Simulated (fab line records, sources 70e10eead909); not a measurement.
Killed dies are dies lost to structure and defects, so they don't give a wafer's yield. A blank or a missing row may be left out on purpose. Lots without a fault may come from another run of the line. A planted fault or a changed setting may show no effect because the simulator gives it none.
Chamber matching | flow nand_harc | NHARC_A_WL_FILL_ALD_19 on ald_metal-02: 4 sister chambers
The step deposits TiN, target thk 2 nm, pulse time 3 s, ald cycles 100. 4 wafers are shown with their chamber, then 7 later ones without.

WAFERS WITH THEIR CHAMBER
wafer  | chamber | heater_power_w (W)
L574.1 | 3       | 1007
L581.3 | 2       | 917
L586.1 | 1       | 1041
L586.2 | 0       | 954

WAFERS WITHOUT THEIR CHAMBER
wafer  | heater_power_w (W)
L586.3 | 1053
L589.2 | 1012
L589.4 | 944
L589.5 | 1041
L591.2 | 927
L591.4 | 1051
L591.6 | 1040

WHICH CHAMBER EACH WENT THROUGH
wafer  | from the rows above | in truth
L586.3 | 1                   | 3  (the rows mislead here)
L589.2 | 3                   | 3
L589.4 | 0                   | 0
L589.5 | 1                   | 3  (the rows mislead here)
L591.2 | 2                   | 2
L591.4 | 1                   | 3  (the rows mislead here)
L591.6 | 1                   | 1
Placed correctly: 4 of 7. Can't be placed from these rows: 0. Placed wrongly: 3.
How it was worked out, from the rows above alone: a wafer's distance from a chamber is the root of the sum, over the readings, of the square of ((its reading less the chamber's mean) divided by the reading's scatter). The wafer belongs to the nearest chamber; if the next one is less than 2 further off, it can't be placed. A chamber's mean is the mean of its shown wafers. The scatter: with one shown wafer a chamber, the root of the mean of the squares of how far each hidden wafer lies from its nearest shown one.
